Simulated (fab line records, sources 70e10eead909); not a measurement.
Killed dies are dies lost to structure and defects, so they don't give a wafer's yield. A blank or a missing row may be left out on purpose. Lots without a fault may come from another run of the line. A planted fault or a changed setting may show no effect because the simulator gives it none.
A struck lot beside a sound one | flow nand_harc | 14 steps out of a route of 1159
Sound: wafers L678.1, L678.3, L678.6. Struck: wafers L693.2, L693.3, L693.6. The cause comes at the end.
At each step with rows: each side's tool, then ch and its chambers, then its first start. Under that, the readings that differ: sound wafers | struck wafers | difference of the means | sigmas: that difference in standard deviations of wafers without a fault.
alike: readings whose means differ by less than 2 such deviations, and words and numbers that are the same on both sides. not compared: withheld readings, readings that some wafer has no value for, bounds like >300 that may hide the same value, and numbers for which the record gives no deviation and whose values overlap.
The two part at a step that has a row with sigmas, a row that says differs or no value, or rows on one side only. Numbers that don't overlap but have no deviation are shown without sigmas and don't part them. A reading that every wafer of one side lacks parts them only if that side has two wafers or more.

NHARC_A_WL_FILL_ALD_10: deposits SiO2, target thk 50 nm, pulse time 10 s, ald cycles 500.
  sound on ald_hk-01 ch 0,1,3, day 15 09:56; struck on ald_hk-04 ch 0,1,2, day 19 07:38
  alike: heater_power_w, precursor_pulse_height_rel
NHARC_A_WL_FILL_ETCHBACK_16: etches the open film in C4F8/O2/Ar, target depth 88 nm, time 17.6 s.
  sound on rie_diel-09 ch 1,3; struck on rie_diel-10 ch 2,3
  alike: oes_product_au, rf_vpp_V
  not compared: rf_hours_counter_h
NHARC_A_WL_FILL_STRIP_29: strips in O2, time 20 s.
  sound on rie_diel-09 ch 0,2, day 15 13:40; struck on rie_diel-10 ch 0,1,3, day 19 11:53
  alike: drypump_motor_current_A, oes_product_au, rf_vpp_V, showerhead_plenum_p_Torr, throttle_valve_pct
  not compared: rf_hours_counter_h
then, 4 steps without rows for these wafers: NHARC_A_WL_FILL_ETCHBACK_17 (etches the open film in Cl2/BCl3, target depth 4 nm, time 26.7 s); NHARC_A_WL_FILL_PRECLEAN_18 (cleans in dHF, time 30 s); NHARC_A_WL_FILL_SRD_21; NHARC_A_WL_FILL_CVD_23 (deposits poly-Si, target thk 40 nm, time 800 s).
NHARC_A_WL_FILL_ETCHBACK_26: etches the open film in HBr, target depth 52 nm, time 13.3 s.
  sound on rie_si-01 ch 0,1,2, day 15 19:08; struck on rie_si-04 ch 2,3, day 19 17:09
  alike: drypump_motor_current_A, oes_product_au, throttle_valve_pct
  not compared: rf_hours_counter_h
then, 2 steps without rows for these wafers: NHARC_A_WL_FILL_PRECLEAN_30 (cleans in dHF, time 10 s); NHARC_A_WL_FILL_SRD_14.
NHARC_A_WL_FILL_ALD_19: deposits TiN, target thk 2 nm, pulse time 3 s, ald cycles 100.
  sound on ald_metal-03 ch 1,3, day 15 19:25; struck on ald_metal-01 ch 0,3, day 19 17:25
  alike: heater_power_w, precursor_pulse_height_rel
NHARC_A_WL_FILL_CVD_20: deposits W, target thk 75 nm, time 5064 s.
  sound on cvd_w-02 ch 0,1, day 15 20:19; struck on cvd_w-02 ch 0,1, day 19 17:38
  no value came back on the struck wafers for any of 5 readings (chamber_pressure_Torr (Torr), heater_power_outer_w (W) and others); on the sound wafers chamber_pressure_Torr (Torr) reads 39.78 39.96 39.91
NHARC_A_WL_FILL_CMP_12: polishes, t overpolish 30 s, target thk 75 nm.
  sound on cmp-01 ch 0,2,3, day 16 00:41; struck on cmp-01 ch 0,1,3, day 19 22:45
  reading                | sound          | struck      | difference | sigmas
  time_to_endpoint_s (s) | 12.8 12.3 12.3 | 0.0 0.0 0.1 | -12.4      | -6
  alike: motor_current_A, overpolish_run_s
-- the record jumps here: 3 days lie between the struck wafers' starts before and after (it left off in module A_WL_FILL and takes up again in module END, whose first step shown is number 1159 of the route) --
NHARC_END_SORT_01:
  the record has rows for the struck wafers here (prober-02 ch 0, day 23 06:49) and none for the sound ones

WHERE THEY PART
First at NHARC_A_WL_FILL_CVD_20; last, within this record, at NHARC_END_SORT_01.

WHY: what the simulator had put in
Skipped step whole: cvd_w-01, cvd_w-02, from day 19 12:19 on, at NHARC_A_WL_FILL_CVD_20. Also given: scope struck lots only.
